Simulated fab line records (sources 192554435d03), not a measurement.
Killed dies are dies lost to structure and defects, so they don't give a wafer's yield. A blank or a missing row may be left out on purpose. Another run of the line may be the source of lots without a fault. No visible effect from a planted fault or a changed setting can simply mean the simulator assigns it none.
Which tool was responsible? ; flow n5Finfet ; 10 lots, 30 wafers sampled, at 1 step of a route of 1938

== WHAT THE GAUGES SHOWED, per wafer ==
N5_BEOL_M8_INSPECT_30: inspects for defects (brightfield).
lot;measured;on;rawDefectCount
L802;day 10 17:40;defectInspect-02;393 262 354
L804;day 11 04:40;defectInspect-01;322 354 451
L806;day 12 00:50;defectInspect-01;383 475 540
L808;day 12 00:53;defectInspect-02;374 294 257
L807;day 12 04:35;defectInspect-02;349 463 483
L813;day 13 08:02;defectInspect-01;396 427 399
L815;day 13 21:03;defectInspect-02;281 353 331
L817;day 14 06:05;defectInspect-02;244 328 297
L820;day 15 01:45;defectInspect-02;448 500 421
L823;day 15 19:26;defectInspect-02;464 520 484

== TOOL THAT RAN EACH LOT (tool first, then ch and the chambers of the sampled wafers, then the start) ==
Record: no process step prior to these readings.

== THE ANSWER, worked out from the rows above alone ==
Rule: the lots themselves supply what counts as usual. Put in order of their means at a reading, lots are off if they are a third of the lots or fewer, leave a main group of 4 or more, and stand apart from it by a gap of 3 or more times the standard deviation of the main group's means; of several such gaps the widest counts. A main group whose means are all the same, to the digits that the tables above print for the reading, isn't used. A lot without any number at a reading at which 4 lots or more have one is off too. All remaining lots with rows at the step are treated as sound.
Across all readings shown, no lot is off: no conclusion can be drawn from this.

== WHAT THE SIMULATOR PUT IN ==
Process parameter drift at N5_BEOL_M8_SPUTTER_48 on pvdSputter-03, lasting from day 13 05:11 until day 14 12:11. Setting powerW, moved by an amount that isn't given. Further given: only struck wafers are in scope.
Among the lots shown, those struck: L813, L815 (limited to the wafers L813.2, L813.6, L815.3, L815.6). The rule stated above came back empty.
